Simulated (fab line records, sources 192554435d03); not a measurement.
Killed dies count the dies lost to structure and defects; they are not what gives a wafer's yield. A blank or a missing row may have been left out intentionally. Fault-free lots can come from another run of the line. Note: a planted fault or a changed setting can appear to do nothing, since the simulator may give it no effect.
fab line records || flow n5-finfet
[record] {"lots": 7, "wafers": 39}
route steps=1938 shown MIM_BOT_ETCH@1866
start-h: hours from the record's opening day to when the first of the lot's shown wafers began || wait-h: time in hours since the lot's previous step || " as in the row above || L1.1+2: several wafers, shown together as one row || - no value, or no start given || * or withheld: withheld || < > ~ a bound
route shown NAME@n: a module of which the file shows steps, and the number in the route of the first || usual: mean and standard deviation over wafers with no fault || same: alike in all rows || chamber/n: place in a boat || sites: each site's reading || _std_site: their standard deviation || _edge_site: outer sites' mean less inner sites' || radius-mm: how far each site lies from the wafer's centre || mask NAME#n: copy n || behind: tool/chamber where the wafer was last shaped || hold: cause of the lot's hold/its duration in hours/its outcome || device: transistor that didn't switch, given as n, p or np || end of line: the tests these same wafers got at the end of their route || a step given without rows: its recipe and nothing more || killed: dies lost to structure and defects at the first sort, not the wafer's yield || map: a wafer's dies, x killed, . not, _ none there
set.NAME: the run value of the setting; set.NAME@STEP: its run value at that earlier step || model.NAME: the simulator's own value behind a step, which no gauge read
lots whose settings were changed on purpose; a table a step, a row a wafer
[[steps]]
[step N5_MIM_BOT_ETCH_ETCH_04]
[recipe] {"chemistry": "CF4/O2", "target": "SiNx", "target-depth-a": 260, "time-s": 13, "ion-energy-ev": 100, "pressure-mtorr": 40, "source-w": 535, "bias-w": 49, "Ar_flow_sccm": 100, "cf4-flow-sccm": 100, "O2_flow_sccm": 10}
{"lot.wafer": "L075.1", "tool": "rie-diel-01", "chamber": 0, "start-h": 282.70, "wait-h": 0.0, "set.time-s": 13, "model.etch.depth-nm": 26.47}
{"lot.wafer": "L075.3", "tool": "rie-diel-01", "chamber": 2, "start-h": 282.70, "wait-h": 0.0, "set.time-s": 13, "model.etch.depth-nm": 25.58}
{"lot.wafer": "L075.4", "tool": "rie-diel-01", "chamber": 3, "start-h": 282.70, "wait-h": 0.0, "set.time-s": 13, "model.etch.depth-nm": 25.31}
{"lot.wafer": "L077.1", "tool": "rie-diel-03", "chamber": 3, "start-h": 288.67, "wait-h": 0.0, "set.time-s": 13, "model.etch.depth-nm": 27.09}
{"lot.wafer": "L077.2", "tool": "rie-diel-03", "chamber": 0, "start-h": 288.67, "wait-h": 0.0, "set.time-s": 13, "model.etch.depth-nm": 25.67}
{"lot.wafer": "L077.3", "tool": "rie-diel-03", "chamber": 2, "start-h": 288.67, "wait-h": 0.0, "set.time-s": 9.056, "model.etch.depth-nm": 18.17}
{"lot.wafer": "L077.4", "tool": "rie-diel-03", "chamber": 1, "start-h": 288.67, "wait-h": 0.0, "set.time-s": 13, "model.etch.depth-nm": 26.7}
{"lot.wafer": "L077.5", "tool": "rie-diel-03", "chamber": 0, "start-h": 288.67, "wait-h": 0.0, "set.time-s": 9.056, "model.etch.depth-nm": 17.82}
{"lot.wafer": "L077.6", "tool": "rie-diel-03", "chamber": 1, "start-h": 288.67, "wait-h": 0.0, "set.time-s": 9.056, "model.etch.depth-nm": 18.65}
{"lot.wafer": "L078.1", "tool": "rie-diel-04", "chamber": 1, "start-h": 298.36, "wait-h": 0.0, "set.time-s": 13, "model.etch.depth-nm": 25.88}
{"lot.wafer": "L078.2", "tool": "rie-diel-04", "chamber": 2, "start-h": 298.36, "wait-h": 0.0, "set.time-s": 13, "model.etch.depth-nm": 25.78}
{"lot.wafer": "L078.3", "tool": "rie-diel-04", "chamber": 3, "start-h": 298.36, "wait-h": 0.0, "set.time-s": 13, "model.etch.depth-nm": 24.91}
{"lot.wafer": "L078.4", "tool": "rie-diel-04", "chamber": 0, "start-h": 298.36, "wait-h": 0.0, "set.time-s": 13, "model.etch.depth-nm": 25.86}
{"lot.wafer": "L078.5", "tool": "rie-diel-04", "chamber": 1, "start-h": 298.36, "wait-h": 0.0, "set.time-s": 13, "model.etch.depth-nm": 26.09}
{"lot.wafer": "L078.6", "tool": "rie-diel-04", "chamber": 2, "start-h": 298.36, "wait-h": 0.0, "set.time-s": 13, "model.etch.depth-nm": 26.02}
{"lot.wafer": "L079.1", "tool": "rie-diel-01", "chamber": 1, "start-h": 311.09, "wait-h": 0.0, "set.time-s": 13, "model.etch.depth-nm": 26.52}
{"lot.wafer": "L079.2", "tool": "rie-diel-01", "chamber": 2, "start-h": 311.09, "wait-h": 0.0, "set.time-s": 17.77, "model.etch.depth-nm": 35.29}
{"lot.wafer": "L079.3", "tool": "rie-diel-01", "chamber": 3, "start-h": 311.09, "wait-h": 0.0, "set.time-s": 13, "model.etch.depth-nm": 26.02}
{"lot.wafer": "L079.4", "tool": "rie-diel-01", "chamber": 0, "start-h": 311.09, "wait-h": 0.0, "set.time-s": 17.77, "model.etch.depth-nm": 37.24}
{"lot.wafer": "L079.5", "tool": "rie-diel-01", "chamber": 3, "start-h": 311.09, "wait-h": 0.0, "set.time-s": 17.77, "model.etch.depth-nm": 35.23}
{"lot.wafer": "L079.6", "tool": "rie-diel-01", "chamber": 0, "start-h": 311.09, "wait-h": 0.0, "set.time-s": 13, "model.etch.depth-nm": 27.21}
{"lot.wafer": "L082.1", "tool": "rie-diel-04", "chamber": 3, "start-h": 313.64, "wait-h": 0.0, "set.time-s": 13, "model.etch.depth-nm": 24.74}
{"lot.wafer": "L082.2", "tool": "rie-diel-04", "chamber": 1, "start-h": 313.64, "wait-h": 0.0, "set.time-s": 17.2, "model.etch.depth-nm": 34.62}
{"lot.wafer": "L082.3", "tool": "rie-diel-04", "chamber": 0, "start-h": 313.64, "wait-h": 0.0, "set.time-s": 13, "model.etch.depth-nm": 26.09}
{"lot.wafer": "L082.4", "tool": "rie-diel-04", "chamber": 2, "start-h": 313.64, "wait-h": 0.0, "set.time-s": 17.2, "model.etch.depth-nm": 34.26}
{"lot.wafer": "L082.5", "tool": "rie-diel-04", "chamber": 1, "start-h": 313.64, "wait-h": 0.0, "set.time-s": 13, "model.etch.depth-nm": 26.26}
{"lot.wafer": "L082.6", "tool": "rie-diel-04", "chamber": 2, "start-h": 313.64, "wait-h": 0.0, "set.time-s": 17.2, "model.etch.depth-nm": 34.17}
{"lot.wafer": "L081.1", "tool": "rie-diel-04", "chamber": 0, "start-h": 318.28, "wait-h": 0.0, "set.time-s": 13, "model.etch.depth-nm": 26.19}
{"lot.wafer": "L081.2", "tool": "rie-diel-04", "chamber": 2, "start-h": 318.28, "wait-h": 0.0, "set.time-s": 13, "model.etch.depth-nm": 25.94}
{"lot.wafer": "L081.3", "tool": "rie-diel-04", "chamber": 1, "start-h": 318.28, "wait-h": 0.0, "set.time-s": 13, "model.etch.depth-nm": 26.36}
{"lot.wafer": "L081.4", "tool": "rie-diel-04", "chamber": 3, "start-h": 318.28, "wait-h": 0.0, "set.time-s": 13, "model.etch.depth-nm": 24.75}
{"lot.wafer": "L081.5", "tool": "rie-diel-04", "chamber": 3, "start-h": 318.28, "wait-h": 0.0, "set.time-s": 13, "model.etch.depth-nm": 24.84}
{"lot.wafer": "L081.6", "tool": "rie-diel-04", "chamber": 2, "start-h": 318.28, "wait-h": 0.0, "set.time-s": 13, "model.etch.depth-nm": 26.02}
{"lot.wafer": "L084.1", "tool": "rie-diel-04", "chamber": 0, "start-h": 323.74, "wait-h": 0.0, "set.time-s": 13, "model.etch.depth-nm": 26.38}
{"lot.wafer": "L084.2", "tool": "rie-diel-04", "chamber": 1, "start-h": 323.74, "wait-h": 0.0, "set.time-s": 16.72, "model.etch.depth-nm": 33.84}
{"lot.wafer": "L084.3", "tool": "rie-diel-04", "chamber": 3, "start-h": 323.74, "wait-h": 0.0, "set.time-s": 16.72, "model.etch.depth-nm": 31.76}
{"lot.wafer": "L084.4", "tool": "rie-diel-04", "chamber": 2, "start-h": 323.74, "wait-h": 0.0, "set.time-s": 13, "model.etch.depth-nm": 26.07}
{"lot.wafer": "L084.5", "tool": "rie-diel-04", "chamber": 3, "start-h": 323.74, "wait-h": 0.0, "set.time-s": 16.72, "model.etch.depth-nm": 32.03}
{"lot.wafer": "L084.6", "tool": "rie-diel-04", "chamber": 0, "start-h": 323.74, "wait-h": 0.0, "set.time-s": 13, "model.etch.depth-nm": 26.08}
[[key]]
[split] {"step": "N5_MIM_BOT_ETCH_ETCH_04", "setting": "time-s", "stated": 13, "by": "wafer"}
[response] {"step": "N5_MIM_BOT_ETCH_ETCH_04", "reading": "model.etch.depth-nm", "change": "+0.256", "per": "1%", "r": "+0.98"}
